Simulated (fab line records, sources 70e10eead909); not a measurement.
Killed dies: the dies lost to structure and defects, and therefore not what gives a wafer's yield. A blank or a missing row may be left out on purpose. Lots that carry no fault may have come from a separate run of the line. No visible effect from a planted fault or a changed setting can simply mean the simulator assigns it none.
Chamber matching :: flow nand harc :: NHARC_A_STAIRCASE_TRIM_187 on rie diel-07: 4 sister chambers
The step chemistry O2, time 211.2 s. 18 wafers are shown with their chamber, then 9 later ones without.

## EACH WAFER AND ITS CHAMBER
wafer: L080.1
chamber: 3
showerhead plenum p Torr (Torr): 3.50
drypump motor current A (A): 5.3
oes product au (a.u.): 0.991

wafer: L080.3
chamber: 2
showerhead plenum p Torr (Torr): 3.56
drypump motor current A (A): 6.0
oes product au (a.u.): 1.013

wafer: L080.6
chamber: 1
showerhead plenum p Torr (Torr): 3.50
drypump motor current A (A): 5.6
oes product au (a.u.): 1.020

wafer: L082.2
chamber: 3
showerhead plenum p Torr (Torr): 3.49
drypump motor current A (A): 5.3
oes product au (a.u.): 1.004

wafer: L082.3
chamber: 1
showerhead plenum p Torr (Torr): 3.50
drypump motor current A (A): 5.6
oes product au (a.u.): 1.024

wafer: L082.6
chamber: 0
showerhead plenum p Torr (Torr): 3.76
drypump motor current A (A): 5.8
oes product au (a.u.): 1.009

wafer: L083.1
chamber: 0
showerhead plenum p Torr (Torr): 3.76
drypump motor current A (A): 5.9
oes product au (a.u.): 1.015

wafer: L083.3
chamber: 1
showerhead plenum p Torr (Torr): 3.50
drypump motor current A (A): 5.6
oes product au (a.u.): 1.014

wafer: L083.6
chamber: 0
showerhead plenum p Torr (Torr): 3.76
drypump motor current A (A): 5.8
oes product au (a.u.): 1.012

wafer: L088.2
chamber: 0
showerhead plenum p Torr (Torr): 3.76
drypump motor current A (A): 5.9
oes product au (a.u.): 1.011

wafer: L088.3
chamber: 2
showerhead plenum p Torr (Torr): 3.55
drypump motor current A (A): 5.9
oes product au (a.u.): 1.010

wafer: L088.6
chamber: 3
showerhead plenum p Torr (Torr): 3.49
drypump motor current A (A): 5.3
oes product au (a.u.): 0.991

wafer: L085.1
chamber: 2
showerhead plenum p Torr (Torr): 3.55
drypump motor current A (A): 6.0
oes product au (a.u.): 1.009

wafer: L085.4
chamber: 3
showerhead plenum p Torr (Torr): 3.49
drypump motor current A (A): 5.3
oes product au (a.u.): 0.988

wafer: L085.6
chamber: 0
showerhead plenum p Torr (Torr): 3.76
drypump motor current A (A): 5.8
oes product au (a.u.): 1.016

wafer: L087.1
chamber: 3
showerhead plenum p Torr (Torr): 3.48
drypump motor current A (A): 5.3
oes product au (a.u.): 0.992

wafer: L087.3
chamber: 0
showerhead plenum p Torr (Torr): 3.75
drypump motor current A (A): 5.8
oes product au (a.u.): 1.000

wafer: L087.4
chamber: 1
showerhead plenum p Torr (Torr): 3.49
drypump motor current A (A): 5.7
oes product au (a.u.): 1.004

SIGNATURES (averages over the wafers above)
reading: showerhead plenum p Torr
chamber 0: 3.7583
chamber 1: 3.4975
chamber 2: 3.5533
chamber 3: 3.4900
scatter within a chamber: 0.00551

reading: drypump motor current A
chamber 0: 5.833
chamber 1: 5.625
chamber 2: 5.967
chamber 3: 5.300
scatter within a chamber: 0.0443

reading: oes product au
chamber 0: 1.01050
chamber 1: 1.01550
chamber 2: 1.01067
chamber 3: 0.99320
scatter within a chamber: 0.0063
Rule: for each reading, subtract the chamber's mean from the wafer's reading, divide by that reading's scatter and square the result; add these up over the readings and take the root, which gives the wafer's distance from the chamber. If the next closest chamber is less than 2 further off than the closest, the wafer can't be placed; otherwise it belongs to the closest. The scatter is the square root of a quotient: the sum, over the shown wafers, of each reading's squared deviation from its chamber's mean, divided by wafers minus chambers.

## WAFERS WHOSE CHAMBER IS MISSING
wafer: L093.1
showerhead plenum p Torr (Torr): 3.75
drypump motor current A (A): 5.8
oes product au (a.u.): 1.005

wafer: L093.3
showerhead plenum p Torr (Torr): 3.49
drypump motor current A (A): 5.6
oes product au (a.u.): 1.010

wafer: L093.4
showerhead plenum p Torr (Torr): 3.54
drypump motor current A (A): 5.9
oes product au (a.u.): 1.014

wafer: L097.3
showerhead plenum p Torr (Torr): 3.74
drypump motor current A (A): 5.8
oes product au (a.u.): 1.016

wafer: L097.5
showerhead plenum p Torr (Torr): 3.74
drypump motor current A (A): 5.9
oes product au (a.u.): 1.016

wafer: L097.6
showerhead plenum p Torr (Torr): 3.48
drypump motor current A (A): 5.7
oes product au (a.u.): 1.018

wafer: L097.1
showerhead plenum p Torr (Torr): 3.53
drypump motor current A (A): 5.9
oes product au (a.u.): 1.011

wafer: L097.2
showerhead plenum p Torr (Torr): 3.47
drypump motor current A (A): 5.3
oes product au (a.u.): 1.005

wafer: L097.4
showerhead plenum p Torr (Torr): 3.48
drypump motor current A (A): 5.6
oes product au (a.u.): 1.006

## EACH ONE'S CHAMBER
wafer: L093.1
from the rows above: 0
in truth: 0

wafer: L093.3
from the rows above: 1
in truth: 1

wafer: L093.4
from the rows above: 2
in truth: 2

wafer: L097.3
from the rows above: 0
in truth: 0

wafer: L097.5
from the rows above: 0
in truth: 0

wafer: L097.6
from the rows above: 1
in truth: 1

wafer: L097.1
from the rows above: 2
in truth: 2

wafer: L097.2
from the rows above: 3
in truth: 3

wafer: L097.4
from the rows above: 1
in truth: 1
9 of 9 placed correctly. Number that these rows cannot place: 0. 0 placed wrongly.
